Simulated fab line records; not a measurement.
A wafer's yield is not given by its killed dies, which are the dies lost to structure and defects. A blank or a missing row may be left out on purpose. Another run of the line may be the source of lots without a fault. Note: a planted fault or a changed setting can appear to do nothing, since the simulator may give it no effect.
Struck lot and sound lot, side by side    flow n5-finfet    26 steps out of a route of 1938
Sound: wafers L200.1, L200.4, L200.6. The struck wafers were L205.2, L205.3, L205.5. The cause comes at the end.
Order at every step that has rows: each side's tool, ch and its chambers, its first start. Under that, the readings that differ: sound wafers    struck wafers    difference of the means    sigmas: that difference in standard deviations of wafers without a fault.
alike: same words and numbers on both sides, and readings whose means sit less than 2 such deviations apart. not compared: any withheld reading, any reading some wafer has no value for, any bound like >300 that may hide the same value, and any number with overlapping values for which the record gives no deviation.
Wherever a step has rows on one side only, a row that says differs or no value, or a row with sigmas, the two part there. Numbers that have no deviation but don't overlap get no sigmas and don't part them. Lack of a reading on every wafer of one side parts them only where that side has two or more wafers.

N5_BEOL_M12_OVL_MEAS_11:
  sound on overlay-02 ch 0, day 12 02:14; struck on overlay-02 ch 0, day 13 12:49
  alike: V11_OVL
N5_BEOL_M12_INSPECT_12: inspects for defects (macro).
  sound on defect-inspect-02 at day 12 02:15; struck on defect-inspect-02 at day 13 12:50
  alike: raw-defect-count
N5_BEOL_M12_DESCUM_15: chemistry O2, time 7.9 s.
  sound on rie-diel-04 ch 0,1, day 12 02:17; struck on rie-diel-04 ch 1,3, day 13 12:52
  alike: drypump-motor-current-A, oes-product-au, rf-fwd-power-W, rf-vpp-V, showerhead-plenum-p-Torr, throttle-valve-pct
  not compared: rf-hours-counter-h
then, 1 step without rows for these wafers: N5_BEOL_M12_ETCH_59 (etches BARC in N2/H2, target depth 89 nm, overetch 26.7 nm, time 67.9 s).
N5_BEOL_M12_VIA_ETCH_16: etches SiOC in C4F8/O2/Ar, target depth 724.8 nm.
  sound on rie-diel-04 ch 0,1, day 12 02:22; struck on rie-diel-04 ch 1,3, day 13 12:57
  alike: drypump-motor-current-A, oes-product-au, rf-fwd-power-W, rf-vpp-V, showerhead-plenum-p-Torr, throttle-valve-pct
N5_BEOL_M12_STRIP_63: strips in N2/H2.
  sound on plasma-asher-02 ch 0,1, day 12 02:34; struck on plasma-asher-02 ch 0,1, day 13 13:09
  alike: drypump-motor-current-A, heater-power-w, oes-product-au, strip-time-to-endpoint-s
  not compared: rf-hours-counter-h
N5_BEOL_M12_STRIP_64: strips in N2/H2.
  sound on plasma-asher-02 ch 0,1, day 12 02:38; struck on plasma-asher-02 ch 0,1, day 13 13:13
reading                sound              struck             difference  sigmas
oes-product-au (a.u.)  0.712 0.707 0.715  0.717 0.723 0.721  +0.009      +2
  alike: drypump-motor-current-A, heater-power-w, strip-time-to-endpoint-s
  not compared: rf-hours-counter-h
then, 2 steps without rows for these wafers: N5_BEOL_M12_STRIP_71 (strips in post etch residue remover, time 60 s); N5_BEOL_M12_SRD_72 (time 30 s, dry time 30 s).
N5_BEOL_M12_CD_MEAS_17: target cd 140 nm.
  sound on cd-sem-01 at day 12 02:48; struck on cd-sem-02 at day 13 13:22
  alike: cd-nm
then, 2 steps without rows for these wafers: N5_BEOL_M12_COAT_65 (time 60 s, resist thk 300 nm); N5_BEOL_M12_COAT_66 (time 60 s, resist thk 110 nm).
N5_BEOL_M12_COAT_22: resist thk 300 nm.
  sound on litho-track-01 ch 0, day 12 02:51; struck on litho-track-01 ch 0, day 13 13:24
reading                                     sound                 struck                difference  sigmas
spin-speed-rpm (rpm)                        2887.4 2886.0 2890.2  2650.5 2651.4 2650.2  -237.2      -99 or more
model.coat_of_BEOL_M12_COAT_22.thk-nm (nm)  301.2 300.2 300.6     312.2 313 313.4       +12.2       
then, 6 steps without rows for these wafers: N5_BEOL_M12_EBR_24; N5_BEOL_M12_SOFTBAKE_23 (time 60 s); N5_BEOL_M12_EXPOSE_25 (exposes mask M12); N5_BEOL_M12_PEB_26 (peb time 90 s); N5_BEOL_M12_DEVELOP_27 (develop time 45 s); N5_BEOL_M12_HARDBAKE_32 (time 120 s).
N5_BEOL_M12_CD_MEAS_28: target cd 160.2 nm.
  sound on cd-sem-02 ch 0, day 12 03:08; struck on cd-sem-03 ch 0, day 13 13:48
  alike: cd-nm
N5_BEOL_M12_OVL_MEAS_29:
  sound on overlay-01 ch 0, day 12 03:10; struck on overlay-01 ch 0, day 13 13:52
  alike: M12_OVL
N5_BEOL_M12_INSPECT_30: inspects for defects (macro).
  sound on defect-inspect-02 at day 12 03:11; struck on defect-inspect-02 at day 13 13:53
  alike: raw-defect-count
then, 1 step without rows for these wafers: N5_BEOL_M12_DESCUM_33 (chemistry O2, time 7.9 s).
N5_BEOL_M12_ETCH_67: etches SiARC in CF4, target depth 143 nm, time 238.3 s.
  sound on rie-diel-04 ch 0,2, day 12 03:15; struck on rie-diel-03 ch 0,2, day 13 14:08
reading                                     sound              struck             difference  sigmas
model.coat_of_BEOL_M12_COAT_22.thk-nm (nm)  212.8 211.6 212.2  223.8 224.6 224.8  +12.2       
  alike: drypump-motor-current-A, etch-rf-on-time-s, oes-product-au, rf-fwd-power-W, rf-vpp-V, showerhead-plenum-p-Torr, throttle-valve-pct
  not compared: rf-hours-counter-h
N5_BEOL_M12_ETCH_68: etches SOC in N2/H2, time 285 s.
  sound on rie-diel-04 ch 0,2, day 12 03:24; struck on rie-diel-03 ch 0,2, day 13 14:17
  alike: drypump-motor-current-A, oes-product-au, rf-fwd-power-W, rf-vpp-V, showerhead-plenum-p-Torr, throttle-valve-pct
  not compared: rf-hours-counter-h
next, for these wafers, 1 step has no rows: N5_PASSIVATION_PROBE_49.

## WHERE THEY PART
At N5_BEOL_M12_STRIP_64 first; at N5_BEOL_M12_COAT_22 last (within this record only). Later steps at which nothing parts them and some readings are alike: N5_BEOL_M12_CD_MEAS_28, N5_BEOL_M12_OVL_MEAS_29, N5_BEOL_M12_INSPECT_30, N5_BEOL_M12_ETCH_67, N5_BEOL_M12_ETCH_68.

WHY: what had been put in by the simulator
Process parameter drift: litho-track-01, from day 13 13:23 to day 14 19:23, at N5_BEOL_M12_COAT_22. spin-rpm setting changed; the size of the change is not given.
